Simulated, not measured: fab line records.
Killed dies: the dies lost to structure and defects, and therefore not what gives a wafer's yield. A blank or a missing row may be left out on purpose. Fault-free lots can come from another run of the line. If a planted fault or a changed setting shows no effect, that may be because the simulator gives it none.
One fault seen from 3 desks / flow n5_finfet / only its own numbers are on each desk; what lay behind them is given at the end

== THE DEFECT DESK ==
Per lot, the means of the sampled wafers with a number show what the inspections along the route counted. A lot is out of limits, marked OUT, if its mean lies more than 4 standard deviations from the usual mean; the brackets give that distance.
Columns: A = raw_defect_count at N5_BEOL_M4_INSPECT_59, usual 68; B = raw_defect_count at N5_BEOL_M5_INSPECT_13, usual 411; C = raw_defect_count at N5_BEOL_M5_INSPECT_30, usual 411
lot=L542; first seen here=day 8 13:35; A=67; B=456; C=461
lot=L543; first seen here=day 8 23:08; A=57; B=398; C=410
lot=L545; first seen here=day 9 17:19; A=66; B=411; C=392
lot=L544; first seen here=day 9 21:56; A=67; B=349; C=346
lot=L551; first seen here=day 10 17:03; A=88; B=542; C=529
lot=L554; first seen here=day 11 16:20; A=1610 (+67) OUT; B=1950 (+15) OUT; C=1962 (+16) OUT
lot=L555; first seen here=day 11 20:43; A=1518 (+63) OUT; B=1936 (+15) OUT; C=1957 (+16) OUT
lot=L556; first seen here=day 12 04:26; A=110; B=488; C=476
lot=L563; first seen here=day 13 21:26; A=84; B=472; C=482
Finding of this desk: L554, L555 out of limits; the first was L554 at day 11 16:20, on raw_defect_count at N5_BEOL_M4_INSPECT_59. Within limits: L542, L543, L545, L544, L551, L556, L563.

== TOOL OWNER'S DESK, cvd_co-01 ==
The tool's own readings at N5_BEOL_M4_CO_CAP_55 (material Co, precursor CCTBA/H2, target thk 2 nm, time 102.1 s): means of the sampled wafers that have a number, for each lot that ran on this tool. A lot is out of limits, marked OUT, if its mean lies more than 4 standard deviations from the usual mean; the brackets give that distance.
Columns: A = heater_power_w at N5_BEOL_M4_CO_CAP_55, usual 233 W
lot=L542; first seen here=day 8 13:23; A=233
lot=L543; first seen here=day 8 22:54; A=233
lot=L545; first seen here=day 9 17:05; A=229
lot=L551; first seen here=day 10 16:50; A=242
lot=L554; first seen here=day 11 16:08; A=222
lot=L555; first seen here=day 11 20:31; A=233
Finding of this desk: none of the 6 lots has anything out of limits.

== AT THE METROLOGY DESK ==
Means of the sampled wafers that have a number, per lot and without regard to the tool the lot ran on: this is what the gauges read. A lot is out of limits, marked OUT, if its mean lies more than 4 standard deviations from the usual mean; the brackets give that distance. Shown here are 7 of its 10 readings, the ones lying furthest out on some lot.
Columns: A = DIBL_N at N5_BEOL_M4_RC_MEAS_101, usual 36.4 mV/V; B = ION_N at N5_BEOL_M4_RC_MEAS_101, usual 680 uA/um; C = ION_P at N5_BEOL_M4_RC_MEAS_101, usual 465 uA/um; D = SS_N at N5_BEOL_M4_RC_MEAS_101, usual 71.5 mV/dec; E = SS_P at N5_BEOL_M4_RC_MEAS_101, usual 73.2 mV/dec; F = VT_N at N5_BEOL_M4_RC_MEAS_101, usual 249 mV; G = VT_P at N5_BEOL_M4_RC_MEAS_101, usual -250 mV
lot=L542; first seen here=day 8 13:37; A=36.4; B=688; C=472; D=71.5; E=73.8; F=248; G=-249
lot=L543; first seen here=day 8 23:29; A=35.5; B=693; C=466; D=71.5; E=73.6; F=247; G=-248
lot=L545; first seen here=day 9 17:30; A=36.7; B=674; C=459; D=71.5; E=73.7; F=251; G=-252
lot=L544; first seen here=day 9 21:58; A=35.4; B=673; C=456; D=71.7; E=73.8; F=250; G=-254
lot=L551; first seen here=day 10 17:04; A=37.6; B=673; C=459; D=71.6; E=74.3; F=249; G=-250
lot=L554; first seen here=day 11 16:40; A=36.2; B=672; C=458; D=70.8; E=73.2; F=254; G=-255
lot=L555; first seen here=day 11 20:44; A=33.8; B=663; C=461; D=71.1; E=72.5; F=252; G=-251
lot=L556; first seen here=day 12 04:37; A=35.7; B=680; C=468; D=70.7; E=73.3; F=252; G=-252
lot=L563; first seen here=day 13 21:46; A=36.4; B=678; C=468; D=71.7; E=73.1; F=249; G=-249
Finding of this desk: none of the 9 lots has anything out of limits.

== PUT TOGETHER ==
The defect desk could have raised an alarm at day 11 16:20, on L554, L555.
The tool owner's desk saw nothing out of limits.
The metrology desk saw nothing out of limits.
On record at the tool owner's desk: L554, L555, within its limits.
The metrology desk holds a record of L554, L555, inside its limits.
Every lot named ran N5_BEOL_M4_CO_CAP_55 on cvd_co-01.

== WHAT WAS PUT IN BY THE SIMULATOR ==
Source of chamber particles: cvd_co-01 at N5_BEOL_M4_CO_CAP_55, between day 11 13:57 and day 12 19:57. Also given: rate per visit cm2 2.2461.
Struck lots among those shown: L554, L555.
Hours from the fault's start to each desk's first reading out of limits: the defect desk, 2.
